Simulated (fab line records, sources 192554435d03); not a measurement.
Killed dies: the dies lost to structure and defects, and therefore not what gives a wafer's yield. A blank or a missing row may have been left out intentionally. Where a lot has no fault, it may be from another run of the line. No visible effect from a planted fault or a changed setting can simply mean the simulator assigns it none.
Struck lot and sound lot, side by side ; flow n5Finfet ; 20 out of 1938 route steps
Sound: the wafers L793.1, L793.4, L793.6. Wafers struck: L782.1, L782.4, L782.5. The cause is given at the end.
Order at every step that has rows: each side's tool, ch and its chambers, its first start. Under that, the readings that differ: sound wafers ; struck wafers ; difference of the means ; sigmas: that difference in standard deviations of wafers without a fault.
alike: words and numbers the same on both sides, and readings whose means are apart by under 2 such deviations; not compared: readings that were withheld, readings missing a value for some wafer, numbers with overlapping values and no deviation given by the record, and bounds like >300 which may hide the same value.
The two part at a step that has a row with sigmas, a row that says differs or no value, or rows on one side only. Non-overlapping numbers with no deviation appear without sigmas and do not part them. A reading that every wafer of one side lacks parts them only if that side has two wafers or more.

first, 9 steps without rows for these wafers: N5_FIN_CUT_DESCUM_13 (chemistry O2, time 7 s); N5_FIN_CUT_ETCH_30 (etches underlayer in N2/H2, target depth 13 nm, time 10.4 s); N5_FIN_CUT_ETCH_20 (etches SiARC in CF4, target depth 26 nm, time 43.3 s); N5_FIN_CUT_ETCH_21 (etches SOC in N2/H2, target depth 219 nm, overetch 43.8 nm, time 523.5 s); N5_FIN_CUT_STRIP_23 (strips in N2/H2); N5_FIN_CUT_STRIP_31 (strips in N2/H2); N5_FIN_CUT_STRIP_24 (strips in CF4); N5_FIN_CUT_CUT_ETCH_26 (etches SiNx in CH3F/O2, target depth 39 nm, time 55.7 s); N5_FIN_CUT_CUT_ETCH_27 (etches SiO2 in CHF3/O2, target depth 4 nm, overetch 2 nm, time 4.9 s).
N5_FIN_CUT_PRECLEAN_35: cleans in vHF, time 13.3 s.
  sound on vaporEtch-02 ch 0,1, day 5 20:44; struck on vaporEtch-01 ch 0,1, day 3 04:21
  alike: drypumpMotorCurrentA, pressureTorr
then, 6 steps without rows for these wafers: N5_FIN_CUT_CUT_ETCH_15 (etches Si in HBr/Cl2/O2, target depth 100 nm, bt time 10 s, time 42.4 s); N5_FIN_CUT_CUT_ETCH_28 (etches Si in HBr/Cl2/O2, target depth 6 nm, time 2.4 s); N5_FIN_CUT_STRIP_22 (strips in N2/H2); N5_FIN_CUT_PRECLEAN_36 (cleans in O3/DIW, time 60 s); N5_FIN_CUT_SRD_32 (time 30 s); N5_FIN_CUT_UV_OZONE_34 (time 120 s).
N5_FIN_CUT_INSPECT_17: inspects for defects (brightfield).
  struck on defectInspect-02, day 3 04:46; sound on defectInspect-02, day 5 21:06
reading;sound;struck;difference;sigmas
rawDefectCount;204 391 344;483 534 589;+222;+3
then, 1 step without rows for these wafers: N5_STI_FIN_REVEAL_ALD_00 (deposits SiO2, target thk 1 nm, pulse time 1 s).
-- record jumps: 8 days separate the struck wafers' starts on either side; left off in module STI_FIN_REVEAL, taken up again in module BEOL_M4, whose first shown step is the route's number 1111 --
N5_BEOL_M4_RC_MEAS_101:
  sound on prober-01 ch 0, day 14 03:46; struck on prober-01 ch 0, day 11 12:36
reading;sound;struck;difference;sigmas
IOFF_N (nA/um);0.200 0.216 0.203;0.151 0.160 0.156;-0.051;-3
IOFF_P (nA/um);0.262 0.262 0.250;0.179 0.200 0.195;-0.067;-3
SS_N (mV/dec);72.2 72.5 72.0;70.6 70.4 70.6;-1.7;-3
VT_N (mV);245.4 245.0 244.7;251.3 248.7 252.4;+5.8;+2
  alike: DIBL_N, DIBL_P, ION_N, ION_P, SS_P, VT_P
-- here the record skips 4 days between the struck wafers' starts before and after, leaving off in module BEOL_M4 and picking up in module PASSIVATION (first step shown: number 1936 of the route) --
N5_PASSIVATION_PROBE_49:
  struck on prober-02, day 15 21:46; sound on prober-02, day 19 00:40
reading;sound;struck;difference;sigmas
defectLimitedYield (%);89.1 90.1 88.6;84.5 84.5 84.1;-4.9;-4
killedAtFrontEnd;46 37 45;118 100 103;+64;+5
killedDies;129 117 134;183 183 188;+58;+3
killedOnRim;19 19 23;15 38 36;+9;+2
sort_bin_5_function (%);6.4 4.6 6.9;10.3 9.3 10.0;+3.9;+4
sortNPass;1051 1063 1046;997 997 992;-58;-3
sortYieldPct (%);89.1 90.1 88.6;84.5 84.5 84.1;-4.9;-4
  alike: killed_at_M0_to_M3, killed_at_M4_up, killedAtContacts, killedAtOther, killedOpen, killedShort, sort_bin_6_memory

WHERE THEY PART
At N5_FIN_CUT_INSPECT_17 first; at N5_PASSIVATION_PROBE_49 last (within this record only).

WHY: the cause the simulator had injected
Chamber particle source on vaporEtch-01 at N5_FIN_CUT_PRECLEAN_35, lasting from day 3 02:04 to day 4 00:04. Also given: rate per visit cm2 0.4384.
